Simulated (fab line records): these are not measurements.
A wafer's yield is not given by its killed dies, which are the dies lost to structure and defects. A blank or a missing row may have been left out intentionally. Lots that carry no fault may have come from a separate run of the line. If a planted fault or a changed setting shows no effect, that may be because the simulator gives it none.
fab line records	flow n5Finfet
record lots=6	wafers=18	lastDay=18
route steps=1938 shown BEOL_M2@922 BEOL_M3@931 BEOL_M4@1111 PASSIVATION@1936
lots that met no fault: from a run of the same line without faults
startH: hours from the record's first day to the start of the lot's first wafer shown	waitH: hours elapsed since this lot's preceding step	" as in the row above	L1.1+2: a single row standing in for several wafers	- no value, or no start was given	* or withheld: withheld	< > ~ a bound
route shown NAME@n: a module of which the file shows steps, and the number in the route of the first	usual: the fault-free wafers' mean and standard deviation	same: alike in all rows	chamber/n: place in a boat	sites: readings site by site	_std_site: standard deviation of those values	_edge_site: inner sites' mean taken away from outer sites' mean	radiusMm: for every site, how far away it sits from the centre of the wafer	mask NAME#n: copy n	behind: the most recent tool/chamber to have shaped the wafer	hold: reason for holding the lot/hours on hold/outcome of the hold	device: the transistor (n, p or np) that didn't switch	end of line: tests of these same wafers at the route's end	for a step that has no rows: nothing shown but its recipe	killed: count of dies lost to structure and defects at first sort (not the wafer's yield)	map: the dies of a wafer, with x for killed, . for not killed, _ for no die there
set.NAME: the setting that was run; set.NAME@STEP: the one run at that earlier step	model.NAME: the simulator's own value behind a step, which no gauge read
lots at some steps of the route; a table a step, a row a wafer
services: a tool's chamber out of use, with start hour (startH, from the record's first day; less than 0 if before it), hours out, and reason
## steps
# step N5_BEOL_M2_ANNEAL_51
# recipe tempC=225	timeS=90	ambient=N2
# usual wafer_temp_C_max=226.19/0.29
lot.wafer	tool	chamber	startH	waitH	wafer_temp_C_max
L827.1	rtpAnneal-01	0	162.72	2.4	226.15
L827.2	"	0	"	"	226.45
L827.5	"	0	"	"	226.59
L830.1	rtpAnneal-01	0	173.68	0.1	226.34
L830.3	"	0	"	"	226.61
L830.5	"	0	"	"	226.38
L831.2	rtpAnneal-02	0	182.23	0.1	225.72
L831.3	"	0	"	"	225.78
L831.6	"	0	"	"	226.11
L833.2	rtpAnneal-02	0	191.04	0.1	226.11
L833.4	"	0	"	"	226.07
L833.6	"	0	"	"	226.15
L836.4	rtpAnneal-01	0	210.67	0.3	226.49
L836.5	"	0	"	"	226.48
L836.6	"	0	"	"	226.47
L848.3	rtpAnneal-01	0	288.12	0.1	226.41
L848.5	"	0	"	"	226.30
L848.6	"	0	"	"	226.43
# step N5_BEOL_M2_CMP_52
# recipe stopOn=SiOC	tOverpolishS=6.8	downForcePsi=1	platenRpm=50	clearingPlatenDownForcePsi=1.5	clearingPlatenRpm=50	postCmpClean=cuAlkaline	targetThkNm=40	clearingPlatenPadVelocityMS=0.99484	padVelocityMS=0.99484
# step N5_BEOL_M2_THK_MEAS_53
# recipe thkMeasGauge=xrf	reads=Cu_of_BEOL_M2_ECD_50
# usual M2_THK=39.6/1.3
lot.wafer	tool	chamber	startH	waitH	M2_THK[nm]
L827.1	filmMetro-01	-	163.32	-	41.8
L827.2	"	-	"	"	38.5
L827.5	"	-	"	"	40.8
L830.1	filmMetro-02	-	174.28	-	38.5
L830.3	"	-	"	"	39.7
L830.5	"	-	"	"	40.6
L831.2	filmMetro-02	-	182.78	-	37.9
L831.3	"	-	"	"	39.6
L831.6	"	-	"	"	39.8
L833.2	filmMetro-02	-	191.58	-	40.8
L833.4	"	-	"	"	39.2
L833.6	"	-	"	"	39.9
L836.4	filmMetro-02	-	211.14	-	38.9
L836.5	"	-	"	"	38.6
L836.6	"	-	"	"	41.9
L848.3	filmMetro-01	-	288.64	-	40.1
L848.5	"	-	"	"	39.7
L848.6	"	-	"	"	39.8
# step N5_BEOL_M2_PRE_CLEAN_60
# recipe gas=NH3/H2	timeS=15	tempC=*	rfPowerW=300
# usual heaterPowerW=90/11
lot.wafer	tool	chamber	startH	waitH	heaterPowerW
L827.1	cvdCo-01	1	163.36	0.0	82
L827.2	"	0	"	"	70
L827.5	"	2	"	"	107
L830.1	cvdCo-02	1	174.32	0.0	98
L830.3	"	0	"	"	91
L830.5	"	2	"	"	83
L831.2	cvdCo-01	0	182.81	0.0	71
L831.3	"	2	"	"	106
L831.6	"	0	"	"	70
L833.2	cvdCo-02	1	191.62	0.0	98
L833.4	"	0	"	"	91
L833.6	"	1	"	"	101
L836.4	cvdCo-02	2	211.19	0.1	85
L836.5	"	0	"	"	93
L836.6	"	1	"	"	98
L848.3	cvdCo-01	0	288.68	0.0	70
L848.5	"	1	"	"	86
L848.6	"	2	"	"	108
# step N5_BEOL_M2_CO_CAP_55
# recipe material=Co	targetThkA=20	tempC=200	precursor=CCTBA/H2	pressureTorr=30	timeS=102.1
# usual heaterPowerW=242/14
lot.wafer	tool	chamber	startH	waitH	heaterPowerW
L827.1	cvdCo-01	1	163.40	0.0	241
L827.2	"	0	"	"	214
L827.5	"	2	"	"	266
L830.1	cvdCo-02	1	174.36	0.0	253
L830.3	"	0	"	"	247
L830.5	"	2	"	"	235
L831.2	cvdCo-01	0	182.85	0.0	218
L831.3	"	2	"	"	264
L831.6	"	0	"	"	220
L833.2	cvdCo-02	1	191.66	0.0	256
L833.4	"	0	"	"	245
L833.6	"	1	"	"	251
L836.4	cvdCo-02	2	211.25	0.0	230
L836.5	"	0	"	"	246
L836.6	"	1	"	"	253
L848.3	cvdCo-01	0	288.72	0.0	220
L848.5	"	1	"	"	233
L848.6	"	2	"	"	268
# step N5_BEOL_M2_PRE_CLEAN_56
# recipe gas=NH3	timeS=15	tempC=withheld	rfPowerW=300
# step N5_BEOL_M2_DEP_57
# recipe material=SiCN	targetThkA=80	tempC=withheld	precursor=3MS/NH3	pressureTorr=3	rfW=202	timeS=14
# usual showerheadPlenumPTorr=3.663/0.012	throttleValvePct=9.1/0.48
lot.wafer	tool	chamber	startH	waitH	showerheadPlenumPTorr	throttleValvePct
L827.1	pecvd-02	1	163.52	0.0	3.668	9.4
L827.2	"	2	"	"	3.647	9.0
L827.5	"	1	"	"	3.674	9.1
L830.1	pecvd-01	2	174.48	0.0	3.667	8.7
L830.3	"	1	"	"	3.643	8.7
L830.5	"	1	"	"	3.644	8.8
L831.2	pecvd-04	2	182.97	0.0	3.680	8.5
L831.3	"	1	"	"	3.659	8.8
L831.6	"	1	"	"	3.673	8.8
L833.2	pecvd-04	2	191.78	0.0	3.671	8.3
L833.4	"	2	"	"	3.675	8.8
L833.6	"	1	"	"	3.666	8.7
L836.4	pecvd-04	0	211.35	0.0	3.665	9.7
L836.5	"	1	"	"	3.662	8.8
L836.6	"	2	"	"	3.673	8.5
L848.3	pecvd-01	2	288.83	0.0	3.682	8.7
L848.5	"	1	"	"	3.641	8.7
L848.6	"	0	"	"	3.648	9.6
# step N5_BEOL_M2_RS_MEAS_58
# recipe thkMeasGauge=four-point-probe	reads=Co_of_BEOL_M2_CO_CAP_55+Cu_of_BEOL_M2_ECD_50+Co_of_BEOL_M2_CVD_47+TaN_of_BEOL_M2_ALD_84
# usual M2_RS=0.669/0.028
lot.wafer	tool	chamber	startH	waitH	M2_RS[ohm/sq]
L827.1	filmMetro-01	-	163.58	0.0	0.626
L827.2	"	-	"	"	0.697
L827.5	"	-	"	"	0.647
L830.1	filmMetro-02	-	174.54	0.0	0.685
L830.3	"	-	"	"	0.659
L830.5	"	-	"	"	0.636
L831.2	filmMetro-01	-	183.04	0.1	0.697
L831.3	"	-	"	"	0.659
L831.6	"	-	"	"	0.655
L833.2	filmMetro-02	-	191.84	0.1	0.642
L833.4	"	-	"	"	0.680
L833.6	"	-	"	"	0.663
L836.4	filmMetro-01	-	211.40	0.0	0.674
L836.5	"	-	"	"	0.679
L836.6	"	-	"	"	0.611
L848.3	filmMetro-01	-	288.90	0.1	0.658
L848.5	"	-	"	"	0.665
L848.6	"	-	"	"	0.663
# step N5_BEOL_M2_INSPECT_59
# recipe inspectInstrument=darkfield	mode=postDep
# usual rawDefectCount=81/26
lot.wafer	tool	chamber	startH	waitH	rawDefectCount
L827.1	defectInspect-02	-	163.61	0.0	78
L827.2	"	-	"	"	86
L827.5	"	-	"	"	48
L830.1	defectInspect-02	-	174.57	0.0	36
L830.3	"	-	"	"	51
L830.5	"	-	"	"	48
L831.2	defectInspect-02	-	183.06	0.0	95
L831.3	"	-	"	"	84
L831.6	"	-	"	"	102
L833.2	defectInspect-02	-	191.87	0.0	71
L833.4	"	-	"	"	57
L833.6	"	-	"	"	46
L836.4	defectInspect-01	-	211.43	0.0	59
L836.5	"	-	"	"	63
L836.6	"	-	"	"	85
L848.3	defectInspect-01	-	288.93	0.0	98
L848.5	"	-	"	"	78
L848.6	"	-	"	"	92
# step N5_BEOL_M3_ILD_DEP_00
# recipe material=SiOC	targetThkA=790	tempC=350	precursor=DEMS/O2	pressureTorr=5	rfW=500	timeS=15.3
# step N5_BEOL_M3_THK_MEAS_01
# recipe reads=SiOC_of_BEOL_M3_ILD_DEP_00
# usual M3_ILD_THK=79.1/0.98
lot.wafer	tool	chamber	startH	waitH	M3_ILD_THK[nm]
L827.1	filmMetro-02	-	163.72	0.0	77.7
L827.2	"	-	"	"	79.7
L827.5	"	-	"	"	79.7
L830.1	filmMetro-01	-	174.67	0.0	79.2
L830.3	"	-	"	"	78.1
L830.5	"	-	"	"	78.0
L831.2	filmMetro-01	-	183.17	0.1	78.0
L831.3	"	-	"	"	78.7
L831.6	"	-	"	"	79.0
L833.2	filmMetro-02	-	191.97	0.1	78.5
L833.4	"	-	"	"	79.4
L833.6	"	-	"	"	80.3
L836.4	filmMetro-02	-	211.53	0.0	78.8
L836.5	"	-	"	"	79.8
L836.6	"	-	"	"	79.3
L848.3	filmMetro-01	-	289.03	0.1	78.4
L848.5	"	-	"	"	79.7
L848.6	"	-	"	"	79.9
# step N5_BEOL_M3_PECVD_72
# recipe material=SiO2	targetThkA=160	tempC=400	precursor=TEOS/O2	pressureTorr=5.5	rfW=450	teosFlowSccm=53.8	gas=O2	flowSccm=3000	timeS=18
# usual heaterPowerW=747/99	showerheadPlenumPTorr=8.79/0.055	throttleValvePct=22.1/1.2
lot.wafer	tool	chamber	startH	waitH	heaterPowerW	showerheadPlenumPTorr	throttleValvePct
L827.1	pecvd-04	2	163.76	0.0	698	8.83	20.9
L827.2	"	1	"	"	544	8.80	21.5
L827.5	"	0	"	"	869	8.78	24.6
L830.1	pecvd-02	1	174.71	0.0	738	8.79	22.9
L830.3	"	2	"	"	877	8.68	22.8
L830.5	"	2	"	"	871	8.66	22.5
L831.2	pecvd-03	0	183.20	0.0	673	8.82	21.4
L831.3	"	1	"	"	865	8.89	22.3
L831.6	"	1	"	"	846	8.90	22.4
L833.2	pecvd-02	0	192.01	0.0	681	8.75	22.1
L833.4	"	2	"	"	872	8.65	22.6
L833.6	"	0	"	"	697	8.77	22.7
L836.4	pecvd-02	0	211.58	0.1	699	8.78	22.4
L836.5	"	1	"	"	746	8.80	22.8
L836.6	"	0	"	"	690	8.78	22.7
L848.3	pecvd-04	0	289.07	0.0	815	8.76	24.3
L848.5	"	0	"	"	834	8.76	24.4
L848.6	"	1	"	"	641	8.80	21.6
# step N5_BEOL_M3_HM_DEP_02
# recipe material=TiN	targetThkA=200	tempC=25	chamberPressurePa=0.49996
# usual throttleValvePct=30.4/0.44
lot.wafer	tool	chamber	startH	waitH	throttleValvePct
L827.1	pvdSputter-02	-	164.24	0.5	30.8
L827.2	"	-	"	"	30.9
L827.5	"	-	"	"	30.7
L830.1	pvdSputter-01	-	176.06	1.3	30.4
L830.3	"	-	"	"	30.0
L830.5	"	-	"	"	30.3
L831.2	pvdSputter-01	-	184.12	0.9	30.8
L831.3	"	-	"	"	30.3
L831.6	"	-	"	"	30.1
L833.2	pvdSputter-02	-	192.07	0.0	30.8
L833.4	"	-	"	"	30.4
L833.6	"	-	"	"	31.3
L836.4	pvdSputter-01	-	212.69	1.1	30.5
L836.5	"	-	"	"	29.3
L836.6	"	-	"	"	30.3
L848.3	pvdSputter-02	-	289.76	0.7	30.7
L848.5	"	-	"	"	30.6
L848.6	"	-	"	"	30.9
# step N5_BEOL_M3_COAT_61
# recipe resist=SOC	tempC=250	timeS=60	spinRpm=1500	resistThkNm=60
# step N5_BEOL_M3_COAT_62
# recipe resist=SiARC	tempC=220	timeS=60	spinRpm=1500	resistThkNm=12
# step N5_BEOL_M3_COAT_73
# recipe resist=underlayer	tempC=205	timeS=60	spinRpm=1500	resistThkNm=5
# step N5_BEOL_M3_COAT_05
# recipe resist=CAR-EUV	spinRpm=1500	resistThkNm=30
# step N5_BEOL_M3_EBR_07
# recipe solvent=PGMEA	ebrWidthMm=1.5
# step N5_BEOL_M3_SOFTBAKE_06
# recipe tempC=110	timeS=60	resist=CAR-EUV
# step N5_BEOL_M3_EXPOSE_08
# recipe maskId=M3	na=0.33	sourceShape=dipole	sigmaInner=0.369	sigmaOuter=0.767	polarization=unpolarized	doseMj=33
# step N5_BEOL_M3_PEB_09
# recipe pebTempC=100	pebTimeS=60	resist=CAR-EUV
# step N5_BEOL_M3_DEVELOP_10
# recipe developTimeS=30	developer=TMAH	resist=CAR-EUV	rinseLiquid=surfactantRinse	dry=airSpin	devTempC=23
# step N5_BEOL_M3_CD_MEAS_11
# recipe targetCdNm=17.05	landingEnergyEv=500	detector=seInlens	polarity=opening
# usual cdNm=17.04/0.22
# same landingEnergyEv=500
lot.wafer	tool	chamber	startH	waitH	cdNm
L827.1	cdSem-02	0	164.75	-	17.46
L827.2	"	0	"	"	17.40
L827.5	"	0	"	"	17.11
L830.1	cdSem-03	0	176.58	-	17.15
L830.3	"	0	"	"	17.25
L830.5	"	0	"	"	17.15
L831.2	cdSem-02	0	184.64	-	16.86
L831.3	"	0	"	"	16.74
L831.6	"	0	"	"	16.62
L833.2	cdSem-02	0	192.46	-	17.21
L833.4	"	0	"	"	17.03
L833.6	"	0	"	"	17.13
L836.4	cdSem-02	0	213.21	-	16.92
L836.5	"	0	"	"	17.39
L836.6	"	0	"	"	17.16
L848.3	cdSem-02	0	290.27	-	16.87
L848.5	"	0	"	"	16.69
L848.6	"	0	"	"	16.82
# step N5_BEOL_M3_OVL_MEAS_12
# recipe pointsPerWafer=522
# usual M3_OVL=0.1/0.59
lot.wafer	tool	chamber	startH	waitH	M3_OVL[nm]
L827.1	overlay-02	0	164.78	0.0	-0.5
L827.2	"	0	"	"	-1.2
L827.5	"	0	"	"	-0.2
L830.1	overlay-01	0	176.61	0.0	-1.3
L830.3	"	0	"	"	-0.6
L830.5	"	0	"	"	0.4
L831.2	overlay-01	0	184.67	0.0	0.4
L831.3	"	0	"	"	0.4
L831.6	"	0	"	"	0.4
L833.2	overlay-01	0	192.50	0.0	-0.5
L833.4	"	0	"	"	0.5
L833.6	"	0	"	"	0.4
L836.4	overlay-01	0	213.25	0.0	-0.7
L836.5	"	0	"	"	-0.5
L836.6	"	0	"	"	-0.7
L848.3	overlay-02	0	290.31	0.0	-0.5
L848.5	"	0	"	"	0.1
L848.6	"	0	"	"	-0.2
# step N5_BEOL_M3_INSPECT_13
# recipe mode=adi	inspectInstrument=brightfield
# usual rawDefectCount=429/88
lot.wafer	tool	chamber	startH	waitH	rawDefectCount
L827.1	defectInspect-01	-	164.84	0.1	601
L827.2	"	-	"	"	422
L827.5	"	-	"	"	376
L830.1	defectInspect-02	-	176.67	0.1	378
L830.3	"	-	"	"	353
L830.5	"	-	"	"	463
L831.2	defectInspect-02	-	184.73	0.0	1424
L831.3	"	-	"	"	1387
L831.6	"	-	"	"	1408
L833.2	defectInspect-02	-	192.55	0.0	397
L833.4	"	-	"	"	411
L833.6	"	-	"	"	332
L836.4	defectInspect-01	-	213.29	0.0	1221
L836.5	"	-	"	"	1191
L836.6	"	-	"	"	1281
L848.3	defectInspect-01	-	290.36	0.0	391
L848.5	"	-	"	"	497
L848.6	"	-	"	"	448
# step N5_BEOL_M3_DESCUM_16
# recipe chemistry=O2	timeS=7	sourcePowerW=50	biasPowerW=20	pressureMtorr=20	rfFrequencyHz=2.712e+07	tempC=40	resist=CAR-EUV	o2FlowSccm=225
# step N5_BEOL_M4_RC_MEAS_101
# usual DIBL_N=36.5/1.4	DIBL_P=36.5/1.6	IOFF_N=0.163/0.022	IOFF_P=0.219/0.029	ION_N=675/8.3	ION_P=464/6.2	SS_N=71.5/0.52	SS_P=73.4/0.57	VT_N=249.7/2.6	VT_P=-250/3
lot.wafer	tool	chamber	startH	waitH	DIBL_N[mV/V]	DIBL_P[mV/V]	IOFF_N[nA/um]	IOFF_P[nA/um]	ION_N[uA/um]	ION_P[uA/um]	SS_N[mV/dec]	SS_P[mV/dec]	VT_N[mV]	VT_P[mV]
L827.1	prober-01	0	183.17	0.0	35.1	35.4	0.143	0.181	667	453	70.8	73.2	250.3	-253
L827.2	"	0	"	"	35.9	36.8	0.167	0.206	674	459	72.0	73.4	246.6	-252
L827.5	"	0	"	"	34.9	34.7	0.136	0.169	661	455	71.5	73.3	251.5	-255
L830.1	prober-02	0	201.60	0.0	37.2	36.7	0.175	0.217	675	462	71.6	74.2	249.6	-253
L830.3	"	0	"	"	36.6	35.0	0.162	0.191	679	463	71.9	73.3	253.3	-253
L830.5	"	0	"	"	38.3	38.0	0.198	0.237	681	470	71.6	74.3	247.6	-250
L831.2	prober-02	0	208.40	0.2	33.6	32.9	0.129	0.164	674	461	71.3	72.1	252.2	-253
L831.3	"	0	"	"	34.6	35.0	0.140	0.184	663	457	71.3	72.3	251.6	-253
L831.6	"	0	"	"	35.3	35.7	0.152	0.193	676	463	70.9	72.8	247.7	-252
L833.2	prober-01	0	214.85	0.2	36.9	36.2	0.167	0.253	685	473	71.2	73.3	249.1	-244
L833.4	"	0	"	"	34.2	33.7	0.129	0.213	673	468	71.0	72.0	252.0	-248
L833.6	"	0	"	"	35.3	34.5	0.141	0.221	681	469	71.2	72.5	248.7	-248
L836.4	prober-02	0	232.44	0.5	38.3	38.4	0.217	0.288	693	475	71.7	73.1	245.6	-242
L836.5	"	0	"	"	37.1	38.1	0.190	0.275	686	478	71.1	73.4	245.2	-246
L836.6	"	0	"	"	36.1	37.9	0.180	0.271	684	476	70.4	73.4	247.6	-242
L848.3	prober-02	0	317.03	0.3	36.0	35.2	0.146	0.213	671	470	72.1	73.3	251.6	-248
L848.5	"	0	"	"	36.0	35.6	0.148	0.219	673	463	71.5	73.5	250.7	-249
L848.6	"	0	"	"	34.4	32.7	0.123	0.188	675	471	70.1	73.1	250.2	-250
# step N5_PASSIVATION_PROBE_49
# usual defectLimitedYield=91.2/1.6	killed_at_M0_to_M3=33/11	killed_at_M4_up=15/6.2	killedAtContacts=15/7.1	killedAtFrontEnd=38/12	killedAtOther=4/3.5	killedDies=104/19	killedOnRim=14/4	killedOpen=69/14	killedShort=34/8.5	sort_bin_5_function=5.2/0.99	sort_bin_6_memory=3.3/0.77	sortNPass=1076/19	sortYieldPct=91.2/1.6
# same grossDies=1180	killedAtBackSide=0	sort_bin_4_leakage[%]=0	sort_bin_8_speed[%]=0
lot.wafer	tool	chamber	startH	waitH	defectLimitedYield[%]	killed_at_M0_to_M3	killed_at_M4_up	killedAtContacts	killedAtFrontEnd	killedAtOther	killedDies	killedOnRim	killedOpen	killedShort	sort_bin_5_function[%]	sort_bin_6_memory[%]	sortNPass	sortYieldPct[%]
L831.2	prober-02	-	309.16	0.1	88.8	82	13	3	33	1	132	27	47	27	6.3	3.2	1048	88.8
L831.3	prober-02	-	309.21	0.1	84.3	131	9	8	32	5	185	24	60	20	9.2	3.1	995	84.3
L831.6	prober-02	-	309.36	0.3	82.5	150	10	6	39	2	207	25	62	29	9.7	4.2	973	82.5
L836.4	prober-02	-	335.21	0.2	82.7	146	12	10	31	5	204	28	62	21	10.0	4.2	976	82.7
L836.5	prober-02	-	335.26	0.2	80.3	164	11	11	42	4	232	15	64	30	12.5	3.6	948	80.3
L836.6	prober-02	-	335.31	0.3	82.2	147	19	4	37	3	210	35	68	33	11.7	3.2	970	82.2
# killed by level:class
L831.2 BEOL_M3:unspecified=58 BEOL_M1:geometricParticle:open=9 STI_FIN_REVEAL:geometricParticle:open=8 FIN_SAQP:geometricParticle:short=6 BEOL_M4:geometricParticle:open=6 GATE_CUT:geometricParticle:open=5 GATE_CUT:geometricParticle:short=5 BEOL_M0:geometricParticle:open=4
L831.3 BEOL_M3:unspecified=105 FIN_SAQP:geometricParticle:open=9 BEOL_M3:geometricParticle:open=9 BEOL_M2:geometricParticle:open=8 GATE_CUT:geometricParticle:open=7 MOL_CONTACT_COAG:geometricParticle:open=6 BEOL_M4:geometricParticle:open=6 GATE_CUT:geometricParticle:short=3
L831.6 BEOL_M3:unspecified=116 BEOL_M0_SAQP:geometricParticle:open=11 FIN_SAQP:geometricParticle:open=10 BEOL_M0_SAQP:geometricParticle:short=8 BEOL_M3:geometricParticle:open=8 GATE_CUT:geometricParticle:short=5 MOL_CONTACT_COAG:geometricParticle:open=5 STI_FIN_REVEAL:geometricParticle:open=4
L836.4 BEOL_M3:unspecified=121 STI_FIN_REVEAL:geometricParticle:open=8 MOL_CONTACT_COAG:geometricParticle:open=8 BEOL_M2:geometricParticle:open=8 ILD0:geometricParticle:open=7 BEOL_M0_SAQP:geometricParticle:short=7 BEOL_M4:geometricParticle:open=6 BEOL_M0_SAQP:geometricParticle:open=4
L836.5 BEOL_M3:unspecified=138 STI_FIN_REVEAL:geometricParticle:open=16 MOL_CONTACT_COAG:geometricParticle:open=11 BEOL_M0_SAQP:geometricParticle:short=7 FIN_SAQP:geometricParticle:open=6 BEOL_M1:geometricParticle:open=6 BEOL_M3:geometricParticle:open=5 STARTING-WAFER:geometricParticle:short=5
L836.6 BEOL_M3:unspecified=108 BEOL_M2:geometricParticle:open=11 FIN_SAQP:geometricParticle:open=10 BEOL_M4:geometricParticle:open=10 BEOL_M1:geometricParticle:open=9 FIN_SAQP:geometricParticle:short=7 BEOL_M3:geometricParticle:open=6 BEOL_M1:geometricParticle:short=5
# map L831.6 (x killed, . not)
_________________xx.x........________________
______________xxxxxx......x....._____________
___________xxxxxxx.xxx.x.....x.x...__________
__________xxxxxxxxxxxx.x............_________
________xxxxxxxxxxxxxxxx...x.x........_______
_______xxxxxxxxxxxxxx...........x......______
______..xxxxxxxxxxxxx.xx.........x......_____
_____..xxxxxxxxxxxxxx.....x.x............____
____.....x.xxxxxxxxxx...........x.........___
___.......x.xxxxxxxx........x..............__
___...x......xxx.x............xx......x....__
__..x.x.....x...xx..x...........x..........._
__.............x.x...........x.............._
_.............xx.xx....................x...x.
_...x...x.....x....x.........x...............
_............................................
_..........x........x....x...x...............
_...x..........xx.....................x.....x
_...x......x...................xx..x.........
_.x..x............x...............x..x.x.x...
_...........x.............x...x..........x...
__......x.....x......................x......_
__..............x..........x....x..........._
___..........x................x............__
___...x.......x............................__
____................xxxxx.................___
_____.....x.x.....x.......x....x.x.......____
______.x................................_____
_______................................______
________..x............x..........x..._______
__________x..xx...........x........._________
___________........................__________
______________.................._____________
_________________.x..........________________
# map L836.5 (x killed, . not)
_________________...x...x...x________________
______________.x...........xx..x_____________
___________.........x......x.......__________
__________..xx................x....._________
________...........x.................._______
_______........................x.......______
______.......x...................x......_____
_____....................................____
____.................x....................___
___......x...x............................x__
___..........x...x.xx..xx............x...x.__
__......x..x...x...xx....x......x..........._
__...x.....x...xxxxxx.xx.x..............x..._
_........x....x.xxxxxxxxxx..x......x.........
_.........xxx.xx.xxxxxxxxxxxxx.....x.....x...
_.x....x......xxxxxxxxxxxxxx.................
_x....x........xxxxxxxxxxxxxxx..x............
_..............xxxxxxxxxxxxxxx...............
_............xx.xxxxxxxxxxxx.x..............x
_.........x...xxxxxxxxxxxxxxxx....x...x......
_.x....x.....x.xxxxxxxxxxxx.x.............x..
__...........x.xxxx.xxxxxx.......x.........._
__............x.....xxx.......x..x.........._
___............x..xx....x...............x..__
___...........x.x...x.......x..............__
____x..............xx........x...........x___
_____...x...x.......x.................x..____
______...............x...x...x.........._____
_______..................x..x......x...______
________.....x...x...................._______
__________....x....................._________
___________........x..........x..x.__________
______________...............x.._____________
_________________.........x..________________
## services
tool	chamber	startH	hours	kind
cvdCo-01	0	141.91	7.2	repair
pvdSputter-01	-	141.96	1.9	repair
pecvd-01	2	153.56	4.9	repair
pecvd-02	-	153.91	0.3	repair
pecvd-01	1	155.27	2.1	scheduledDown
rtpAnneal-01	-	155.38	7.1	pm
rtpAnneal-01	-	165.69	1.1	repair
pecvd-03	1	194.71	2.1	scheduledDown
pecvd-02	2	202.40	-	clean
pecvd-02	2	202.40	-	consumableReplace:showerhead
pecvd-02	2	202.40	29.0	scheduledDown
pecvd-02	2	202.40	29.0	ventCycle
pecvd-03	0	229.88	2.1	scheduledDown
cvdCo-02	-	231.43	0.3	repair
pecvd-01	2	244.65	5.5	scheduledDown
pecvd-01	-	256.49	0.9	repair
pecvd-03	2	257.80	5.5	scheduledDown
pecvd-01	0	266.89	2.1	scheduledDown
cvdCo-02	2	286.37	40.8	repair
## key
firstSign step=N5_BEOL_M3_INSPECT_13	reading=rawDefectCount	direction=up	sigmas=10	usual=429	struck=1319
effect step=N5_PASSIVATION_PROBE_49	reading=killed_at_M0_to_M3	direction=up	sigmas=9.8	usual=33	struck=137
moreKillsBornAt N5_BEOL_M3_HM_DEP_02@pvdSputter-01=646
metAt N5_BEOL_M3_HM_DEP_02
struckWafers L831.2,L831.3,L831.6,L836.4,L836.5,L836.6
onsetBetween 176.06 184.12
fault kind=chamberParticleSource	tool=pvdSputter-01	chamber=-	onsetH=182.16	steps=N5_BEOL_M3_HM_DEP_02	ratePerVisitCm2=1.4654	endH=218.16
